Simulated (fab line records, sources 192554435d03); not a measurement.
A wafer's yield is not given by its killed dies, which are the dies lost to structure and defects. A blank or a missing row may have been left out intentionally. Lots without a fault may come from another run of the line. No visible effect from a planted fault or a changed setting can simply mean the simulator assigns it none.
fab line records + flow n5-finfet
[record]
- lots = 4
- wafers = 12
- last-day = 17
route steps=1938 shown BEOL_M1@831 BEOL_M2@841 BEOL_M4@1111 PASSIVATION@1936
lots that met no fault: taken from a fault-free run of the same line
start-h: start of the lot's first displayed wafer, in hours after the record's first day + wait-h: hours since the lot's step before + " repeats the value in the row above + L1.1+2: one row covering several wafers at once + - no value, or no start was given + * or withheld: withheld + < > ~ a bound
route shown NAME@n: a module of which the file shows steps, and the number in the route of the first + usual: average and standard deviation across the fault-free wafers + same: alike in all rows + chamber/n: place in a boat + sites: readings site by site + _std_site: how widely they spread, as a standard deviation + _edge_site: mean of outer sites minus mean of inner sites + radius-mm: how far each site lies from the wafer's centre + mask NAME#n: copy n + behind: the most recent tool/chamber to have shaped the wafer + hold: why the lot was held/for how many hours/how that ended + device: transistor that didn't switch, given as n, p or np + end of line: at the end of the route, the tests of the same wafers + a step with no rows: only its recipe + killed: the dies lost at the first sort to structure and to defects; this is not the yield of the wafer + map: a wafer's dies, x killed, . not, _ none there
set.NAME: the setting the step ran with; set.NAME@STEP: the setting that earlier step ran with + model.NAME: the simulator's own value behind a step, which no gauge read
a table for each step, a row for each wafer; lots at some steps of the route
services: the hour from which a tool's chamber was out of use, counted from the record's first day as start-h (under 0 if before that day), plus the number of hours and why
[[steps]]
[step N5_BEOL_M1_ECD_50]
[recipe]
- material = Cu
- target-thk-a = 3000
[step N5_BEOL_M1_ANNEAL_51]
[recipe]
- temp-c = 225
- time-s = 90
- ambient = N2
[step N5_BEOL_M1_CMP_52]
[recipe]
- stop-on = SiOC
- t-overpolish-s = 6.8
- down-force-psi = 1
- platen-rpm = 50
- clearing-platen-down-force-psi = 1.5
- clearing-platen-rpm = 50
- post-cmp-clean = cu-alkaline
- target-thk-nm = 40
- clearing-platen-pad-velocity-m-s = 0.99484
- pad-velocity-m-s = 0.99484
[step N5_BEOL_M1_PRE_CLEAN_60]
[recipe]
- gas = NH3/H2
- time-s = 15
- temp-c = *
- rf-power-w = 300
[step N5_BEOL_M1_CO_CAP_55]
[recipe]
- material = Co
- target-thk-a = 20
- temp-c = 200
- precursor = CCTBA/H2
- pressure-torr = 30
- time-s = 102.1
[step N5_BEOL_M1_PRE_CLEAN_56]
[recipe]
- gas = NH3
- time-s = 15
- temp-c = withheld
- rf-power-w = 300
[step N5_BEOL_M1_DEP_57]
[recipe]
- material = SiCN
- target-thk-a = 80
- temp-c = withheld
- precursor = 3MS/NH3
- pressure-torr = 3
- rf-w = 202
- time-s = 14
[step N5_BEOL_M2_ILD_DEP_00]
[recipe]
- material = SiOC
- target-thk-a = 790
- temp-c = 350
- precursor = DEMS/O2
- pressure-torr = 5
- rf-w = 500
- time-s = 15.3
[step N5_BEOL_M2_PECVD_72]
[recipe]
- material = SiO2
- target-thk-a = 160
- temp-c = 400
- precursor = TEOS/O2
- pressure-torr = 5.5
- rf-w = 450
- teos-flow-sccm = 53.8
- gas = O2
- flow-sccm = 3000
- time-s = 18
[usual]
- heater-power-w = 657/81
- showerhead-plenum-p-Torr = 8.79/0.072
- susceptor-temp-C = 400.03/0.21
- throttle-valve-pct = 23.2/1.6
| lot.wafer | tool     | chamber | start-h | wait-h | heater-power-w | showerhead-plenum-p-Torr | susceptor-temp-C | throttle-valve-pct | model.SiO2_of_BEOL_M2_PECVD_72.thk-nm |
|-----------|----------|---------|---------|--------|----------------|--------------------------|------------------|--------------------|---------------------------------------|
| L609.2    | pecvd-03 | 1       | 216.06  | 0.0    | 676            | 8.80                     | 399.89           | 23.6               | 16                                    |
| L609.4    | "        | 1       | "       | "      | 698            | 8.78                     | 400.22           | 23.6               | 16                                    |
| L609.5    | "        | 2       | "       | "      | 546            | 8.81                     | 399.73           | 21.3               | 16                                    |
| L614.2    | pecvd-03 | 1       | 241.85  | 0.0    | 925            | 8.79                     | 434.77           | 23.5               | 12.2                                  |
| L614.3    | "        | 2       | "       | "      | 788            | 8.81                     | 434.58           | 21.5               | 12.4                                  |
| L614.4    | "        | 1       | "       | "      | 945            | 8.78                     | 434.33           | 23.2               | 12.6                                  |
| L615.1    | pecvd-03 | 1       | 255.02  | 0.0    | 904            | 8.77                     | 435.01           | 23.3               | 12                                    |
| L615.3    | "        | 2       | "       | "      | 727            | 8.83                     | 434.87           | 21.6               | 12.4                                  |
| L615.5    | "        | 2       | "       | "      | 730            | 8.81                     | 434.64           | 21.8               | 12.4                                  |
| L617.1    | pecvd-01 | 1       | 267.08  | 0.0    | 784            | 8.93                     | 399.98           | 26.1               | 15.8                                  |
| L617.3    | "        | 0       | "       | "      | 575            | 8.69                     | 400.44           | 22.2               | 16                                    |
| L617.5    | "        | 0       | "       | "      | 543            | 8.68                     | 400.22           | 22.1               | 16                                    |
[step N5_BEOL_M2_HM_DEP_02]
[recipe]
- material = TiN
- target-thk-a = 200
- temp-c = 25
- chamber-pressure-pa = 0.49996
[step N5_BEOL_M2_COAT_61]
[recipe]
- resist = SOC
- temp-c = 250
- time-s = 60
- spin-rpm = 1500
- resist-thk-nm = 60
[step N5_BEOL_M2_COAT_62]
[recipe]
- resist = SiARC
- temp-c = 220
- time-s = 60
- spin-rpm = 1500
- resist-thk-nm = 12
[step N5_BEOL_M2_COAT_73]
[recipe]
- resist = underlayer
- temp-c = 205
- time-s = 60
- spin-rpm = 1500
- resist-thk-nm = 5
[step N5_BEOL_M2_COAT_05]
[recipe]
- resist = CAR-EUV
- spin-rpm = 1500
- resist-thk-nm = 30
[step N5_BEOL_M2_EBR_07]
[recipe]
- solvent = PGMEA
- ebr-width-mm = 1.5
[step N5_BEOL_M2_SOFTBAKE_06]
[recipe]
- temp-c = 110
- time-s = 60
- resist = CAR-EUV
[step N5_BEOL_M2_EXPOSE_08]
[recipe]
- mask-id = M2
- na = 0.33
- source-shape = dipole
- sigma-inner = 0.369
- sigma-outer = 0.767
- polarization = unpolarized
- dose-mj = 41.25
[step N5_BEOL_M2_PEB_09]
[recipe]
- peb-temp-c = 100
- peb-time-s = 60
- resist = CAR-EUV
[step N5_BEOL_M2_DEVELOP_10]
[recipe]
- develop-time-s = 30
- developer = TMAH
- resist = CAR-EUV
- rinse-liquid = surfactant-rinse
- dry = air-spin
- dev-temp-c = 23
[step N5_BEOL_M2_DESCUM_16]
[recipe]
- chemistry = O2
- time-s = 7
- source-power-w = 50
- bias-power-w = 20
- pressure-mtorr = 20
- rf-frequency-hz = 2.712e+07
- temp-c = 40
- resist = CAR-EUV
- o2-flow-sccm = 225
[step N5_BEOL_M2_ETCH_74]
[recipe]
- chemistry = N2/H2
- target = underlayer
- target-depth-a = 65
- mask-material = CAR-EUV
- time-s = 5.2
- ion-energy-ev = 200
- pressure-mtorr = 30
- source-w = 840
- bias-w = 150
- n2-flow-sccm = 200
- h2-flow-sccm = 200
- ends = cleared
[step N5_BEOL_M2_ETCH_63]
[recipe]
- chemistry = CF4
- target = SiARC
- target-depth-a = 156
- mask-material = CAR-EUV
- time-s = 26
- ion-energy-ev = 80
- pressure-mtorr = 40
- source-w = 545
- bias-w = 36
- Ar_flow_sccm = 100
- cf4-flow-sccm = 100
- ends = cleared
[step N5_BEOL_M2_ETCH_64]
[recipe]
- chemistry = N2/H2
- target = SOC
- target-depth-a = 750
- overetch-a = 225
- mask-material = SiARC
- temp-c = 40
- time-s = 121.9
- ion-energy-ev = 200
- pressure-mtorr = 30
- source-w = 840
- bias-w = 150
- n2-flow-sccm = 200
- h2-flow-sccm = 200
[step N5_BEOL_M2_STRIP_65]
[recipe]
- chemistry = N2/H2
- temp-c = 40
- n2-flow-sccm = 200
- h2-flow-sccm = 200
- rf-frequency-hz = 6e+07
[step N5_BEOL_M2_STRIP_75]
[recipe]
- chemistry = N2/H2
- temp-c = 40
- n2-flow-sccm = 200
- h2-flow-sccm = 200
- rf-frequency-hz = 6e+07
[step N5_BEOL_M2_STRIP_66]
[recipe]
- chemistry = CF4
- resist = SiARC
- power-w = 300
- bias-power-w = 75
- pressure-mtorr = 50
- cf4-flow-sccm = 150
- rf-frequency-hz = 6e+07
[step N5_BEOL_M2_HM_OPEN_17]
[recipe]
- chemistry = Cl2/BCl3
- target-depth-a = 200
- overetch-a = 60
- target = TiN
- mask-material = SOC
- ion-energy-ev = 150
- pressure-mtorr = 10
- icp-w = 1000
- bias-w = 126
- Cl2_flow_sccm = 53.25
- bcl3-flow-sccm = 21.75
- Ar_flow_sccm = 25
[step N5_BEOL_M2_STRIP_19]
[recipe]
- chemistry = O2
- power-w = 400
- temp-c = 40
- pressure-mtorr = 30
- rf-frequency-hz = 6e+07
- bias-power-w = 0
- overash-fraction = 0.2
- o2-flow-sccm = 225
[step N5_BEOL_M2_COAT_67]
[recipe]
- resist = SOC
- temp-c = 250
- time-s = 60
- spin-rpm = 1500
- resist-thk-nm = 60
[step N5_BEOL_M2_COAT_68]
[recipe]
- resist = SiARC
- temp-c = 220
- time-s = 60
- spin-rpm = 1500
- resist-thk-nm = 12
[step N5_BEOL_M2_COAT_76]
[recipe]
- resist = underlayer
- temp-c = 205
- time-s = 60
- spin-rpm = 1500
- resist-thk-nm = 5
[step N5_BEOL_M2_COAT_22]
[recipe]
- resist = CAR-EUV
- spin-rpm = 1500
- resist-thk-nm = 30
[step N5_BEOL_M2_EBR_24]
[recipe]
- solvent = PGMEA
- ebr-width-mm = 1.5
[step N5_BEOL_M2_SOFTBAKE_23]
[recipe]
- temp-c = 110
- time-s = 60
- resist = CAR-EUV
[step N5_BEOL_M2_HM_STRIP_39]
[recipe]
- chemistry = peroxide-tin-strip
- material = TiN
- target-depth-a = 250
- temp-c = 50
- time-s = 158
| lot.wafer  | tool         | chamber | start-h | wait-h | model.SiO2_of_BEOL_M2_PECVD_72.thk-nm |
|------------|--------------|---------|---------|--------|---------------------------------------|
| L609.2+4+5 | wet-bench-02 | 7,5,4   | 220.61  | 0.0    | 15.8                                  |
| L614.2     | wet-bench-02 | 2       | 248.16  | 0.0    | 12                                    |
| L614.3     | "            | 1       | "       | "      | 12.2                                  |
| L614.4     | "            | 3       | "       | "      | 12.4                                  |
| L615.1     | wet-bench-02 | 2       | 265.70  | 0.0    | 11.8                                  |
| L615.3     | "            | 1       | "       | "      | 12.4                                  |
| L615.5     | "            | 7       | "       | "      | 12.2                                  |
| L617.1     | wet-bench-03 | 2       | 278.91  | 0.0    | 15.6                                  |
| L617.3+5   | "            | 5,7     | "       | "      | 15.8                                  |
[step N5_BEOL_M2_CMP_52]
[recipe]
- stop-on = SiOC
- t-overpolish-s = 6.8
- down-force-psi = 1
- platen-rpm = 50
- clearing-platen-down-force-psi = 1.5
- clearing-platen-rpm = 50
- post-cmp-clean = cu-alkaline
- target-thk-nm = 40
- clearing-platen-pad-velocity-m-s = 0.99484
- pad-velocity-m-s = 0.99484
[usual]
- barrier-field-endpoint-s = 24.6/0.72
- motor-current-A = 6.3/0.97
| lot.wafer | tool   | chamber | start-h | wait-h | barrier-field-endpoint-s | motor-current-A |
|-----------|--------|---------|---------|--------|--------------------------|-----------------|
| L609.2    | cmp-01 | 3       | 224.60  | 1.1    | 24.3                     | 5.2             |
| L609.4    | "      | 1       | "       | "      | 25.1                     | 5.3             |
| L609.5    | "      | 0       | "       | "      | 25.4                     | 6.6             |
| L614.3    | cmp-03 | 0       | 251.38  | 0.2    | 21.0                     | 5.0             |
| L614.2    | "      | 1       | "       | "      | 19.5                     | 8.4             |
| L614.4    | "      | 2       | "       | "      | 20.2                     | 6.4             |
| L615.3    | cmp-04 | 0       | 269.23  | 0.2    | 19.8                     | 6.2             |
| L615.1    | "      | 1       | "       | "      | 20.0                     | 7.2             |
| L615.5    | "      | 1       | "       | "      | 19.8                     | 7.3             |
| L617.1    | cmp-04 | 0       | 282.79  | 0.3    | 24.5                     | 6.0             |
| L617.3    | "      | 1       | "       | "      | 24.4                     | 7.0             |
| L617.5    | "      | 2       | "       | "      | 25.4                     | 5.7             |
[step N5_BEOL_M4_RC_MEAS_101]
[usual]
- DIBL_N = 36.7/2.4
- DIBL_P = 37.4/2.9
- IOFF_N = 0.18/0.05
- IOFF_P = 0.23/0.058
- ION_N = 683/16
- ION_P = 467/11
- SS_N = 71.7/0.77
- SS_P = 73.5/0.87
- VT_N = 249/4.3
- VT_P = -250/4.4
| lot.wafer | tool      | chamber | start-h | wait-h | DIBL_N[mV/V] | DIBL_P[mV/V] | IOFF_N[nA/um] | IOFF_P[nA/um] | ION_N[uA/um] | ION_P[uA/um] | SS_N[mV/dec] | SS_P[mV/dec] | VT_N[mV] | VT_P[mV] |
|-----------|-----------|---------|---------|--------|--------------|--------------|---------------|---------------|--------------|--------------|--------------|--------------|----------|----------|
| L609.2    | prober-02 | 0       | 251.57  | 0.2    | 36.3         | 35.6         | 0.15          | 0.19          | 677          | 462          | 71.0         | 72.3         | 247      | -252     |
| L609.4    | "         | 0       | "       | "      | 33.9         | 34.7         | 0.14          | 0.20          | 696          | 478          | 70.7         | 72.1         | 247      | -248     |
| L609.5    | "         | 0       | "       | "      | 36.3         | 36.5         | 0.15          | 0.21          | 682          | 472          | 70.6         | 73.5         | 245      | -246     |
| L614.2    | prober-01 | 0       | 278.30  | 0.2    | 32.3         | 32.5         | 0.12          | 0.17          | 680          | 467          | 70.5         | 72.4         | 251      | -250     |
| L614.3    | "         | 0       | "       | "      | 36.7         | 37.5         | 0.19          | 0.24          | 672          | 453          | 72.3         | 73.9         | 246      | -246     |
| L614.4    | "         | 0       | "       | "      | 36.2         | 38.1         | 0.20          | 0.26          | 699          | 479          | 72.0         | 73.8         | 244      | -247     |
| L615.1    | prober-01 | 0       | 285.46  | 0.0    | 38.0         | 41.1         | 0.21          | 0.24          | 682          | 455          | 71.3         | 74.4         | 245      | -250     |
| L615.3    | "         | 0       | "       | "      | 33.9         | 36.3         | 0.13          | 0.17          | 661          | 456          | 71.2         | 72.9         | 253      | -254     |
| L615.5    | "         | 0       | "       | "      | 37.5         | 40.8         | 0.19          | 0.23          | 682          | 463          | 71.8         | 74.5         | 246      | -252     |
| L617.1    | prober-02 | 0       | 303.91  | 0.0    | 34.1         | 33.9         | 0.11          | 0.15          | 665          | 452          | 71.2         | 73.1         | 256      | -258     |
| L617.3    | "         | 0       | "       | "      | 37.0         | 36.8         | 0.15          | 0.19          | 667          | 459          | 71.2         | 73.6         | 251      | -255     |
| L617.5    | "         | 0       | "       | "      | 37.1         | 38.0         | 0.16          | 0.21          | 688          | 463          | 71.7         | 74.1         | 249      | -254     |
[step N5_PASSIVATION_PROBE_49]
[usual]
- defect-limited-yield = 91.4/1.6
- killed_at_M0_to_M3 = 31/11
- killed_at_M4_up = 14/5.7
- killed-at-contacts = 12/6
- killed-at-front-end = 41/13
- killed-at-other = 3.3/2.8
- killed-dies = 101/19
- killed-open = 67/14
- killed-short = 33/8.2
- sort_bin_5_function = 5.0/1.1
- sort_bin_6_memory = 3.3/0.74
- sort-n-pass = 1078/20
- sort-yield-pct = 91.3/1.7
[same]
- gross-dies = 1180
- killed-at-back-side = 0
- sort_bin_4_leakage[%] = 0
- sort_bin_8_speed[%] = 0
| lot.wafer | tool      | chamber | start-h | wait-h | defect-limited-yield[%] | killed_at_M0_to_M3 | killed_at_M4_up | killed-at-contacts | killed-at-front-end | killed-at-other | killed-dies | killed-open | killed-short | sort_bin_5_function[%] | sort_bin_6_memory[%] | sort-n-pass | sort-yield-pct[%] |
|-----------|-----------|---------|---------|--------|-------------------------|--------------------|-----------------|--------------------|---------------------|-----------------|-------------|-------------|--------------|------------------------|----------------------|-------------|-------------------|
| L609.2    | prober-02 | -       | 360.31  | 0.1    | 91.2                    | 36                 | 6               | 17                 | 37                  | 8               | 104         | 68          | 36           | 5.5                    | 3.1                  | 1076        | 91.2              |
| L609.4    | prober-02 | -       | 360.41  | 0.2    | 90.8                    | 24                 | 27              | 10                 | 37                  | 10              | 108         | 67          | 39           | 5.0                    | 3.8                  | 1072        | 90.8              |
| L609.5    | prober-02 | -       | 360.46  | 0.2    | 91.1                    | 35                 | 20              | 13                 | 32                  | 5               | 105         | 65          | 38           | 5.3                    | 3.3                  | 1075        | 91.1              |
| L615.1    | prober-01 | -       | 392.01  | 0.0    | 90.5                    | 18                 | 10              | 21                 | 56                  | 7               | 112         | 70          | 39           | 5.0                    | 3.9                  | 1068        | 90.5              |
| L615.3    | prober-01 | -       | 392.11  | 0.1    | 86.8                    | 40                 | 13              | 16                 | 80                  | 7               | 156         | 106         | 41           | 7.5                    | 5.2                  | 1024        | 86.8              |
| L615.5    | prober-01 | -       | 392.21  | 0.2    | 89.6                    | 36                 | 16              | 5                  | 62                  | 4               | 123         | 78          | 41           | 5.5                    | 4.2                  | 1057        | 89.6              |
// killed by level:class
L609.2 MOL_CONTACT_COAG:geometric-particle:open=14 FIN_SAQP:geometric-particle:short=10 STI_FIN_REVEAL:geometric-particle:open=8 BEOL_M0_SAQP:geometric-particle:short=8 BEOL_M0_SAQP:geometric-particle:open=6 BEOL_M0:geometric-particle:open=6 BEOL_M3:geometric-particle:open=6 BEOL_M1:geometric-particle:open=5
L609.4 BEOL_M4:geometric-particle:open=11 MOL_CONTACT_COAG:geometric-particle:open=9 BEOL_M0_SAQP:geometric-particle:short=7 FIN_SAQP:geometric-particle:open=6 SPACER0:geometric-particle:open=5 BEOL_M4:geometric-particle:short=5 DUMMY_GATE:geometric-particle:open=4 BEOL_M2:geometric-particle:short=4
L609.5 BEOL_M0_SAQP:geometric-particle:short=10 MOL_CONTACT_COAG:geometric-particle:open=8 BEOL_M0_SAQP:geometric-particle:open=7 BEOL_M4:geometric-particle:open=6 FIN_SAQP:geometric-particle:open=5 BEOL_M3:geometric-particle:open=5 SPACER0:geometric-particle:short=5 MOL_CONTACT_COAG:geometric-particle:short=5
L615.1 STI_FIN_REVEAL:geometric-particle:open=21 MOL_CONTACT_COAG:geometric-particle:open=13 MOL_CONTACT_COAG:geometric-particle:short=8 FIN_SAQP:geometric-particle:open=7 FIN_SAQP:geometric-particle:short=7 BEOL_M3:geometric-particle:open=6 DUMMY_GATE:geometric-particle:open=5 BEOL_M1:geometric-particle:short=4
L615.3 FIN_SAQP:geometric-particle:open=26 STI_FIN_REVEAL:geometric-particle:open=18 MOL_CONTACT_COAG:geometric-particle:open=15 FIN_SAQP:geometric-particle:short=9 BEOL_M2:geometric-particle:open=8 BEOL_M1:geometric-particle:open=7 BEOL_M0_SAQP:geometric-particle:short=7 BEOL_M3:geometric-particle:open=7
L615.5 STI_FIN_REVEAL:geometric-particle:open=18 FIN_SAQP:geometric-particle:short=10 BEOL_M3:geometric-particle:open=10 BEOL_M2:geometric-particle:open=9 FIN_SAQP:geometric-particle:open=7 GATE_CUT:geometric-particle:short=7 BEOL_M8:geometric-particle:open=5 STARTING-WAFER:geometric-particle:open=4
[[services]]
| tool     | chamber | start-h | hours | kind                           |
|----------|---------|---------|-------|--------------------------------|
| pecvd-01 | 2       | 193.53  | 5.5   | scheduled-down                 |
| pecvd-01 | 2       | 202.38  | -     | clean                          |
| pecvd-01 | 2       | 202.38  | -     | consumable-replace:showerhead  |
| pecvd-01 | 2       | 202.38  | 29.0  | scheduled-down                 |
| pecvd-01 | 2       | 202.38  | 29.0  | vent-cycle                     |
| cmp-03   | -       | 219.65  | 3.2   | repair                         |
| cmp-04   | -       | 234.49  | 4.0   | pm                             |
| cmp-04   | -       | 238.49  | -     | consumable-replace:conditioner |
| cmp-04   | -       | 238.49  | -     | consumable-replace:pad         |
| cmp-01   | -       | 259.28  | 1.8   | repair                         |
| pecvd-01 | 2       | 266.03  | 5.0   | scheduled-down                 |
[[key]]
[first-sign]
- step = N5_BEOL_M2_PECVD_72
- reading = susceptor-temp-C
- direction = up
- sigmas = 99+
- usual = *
- struck = *
[effect]
- step = N5_BEOL_M2_PECVD_72
- reading = heater-power-w
- direction = up
- sigmas = 2.2
- usual = *
- struck = *
[effect]
- step = N5_BEOL_M2_CMP_52
- reading = barrier-field-endpoint-s
- direction = down
- sigmas = 6.3
- usual = 24.6
- struck = 20.1
[model-effect]
- step = N5_BEOL_M2_PECVD_72
- value = SiO2_of_BEOL_M2_PECVD_72.thk-nm
- without = 16
- struck = 12.33
[model-effect]
- step = N5_BEOL_M2_HM_STRIP_39
- value = SiO2_of_BEOL_M2_PECVD_72.thk-nm
- without = 15.9
- struck = 12.17
met-at N5_BEOL_M2_PECVD_72
struck-wafers L614.2,L614.3,L614.4,L615.1,L615.3,L615.5
onset-between 216.06 241.85
[fault]
- kind = process-parameter-drift
- tool = pecvd-03
- chamber = -
- onset-h = 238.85
- steps = N5_BEOL_M2_PECVD_72
- channel = temp-c
- offset = *
- shape = step
- end-h = 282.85
- acts-in = *
- stated = *
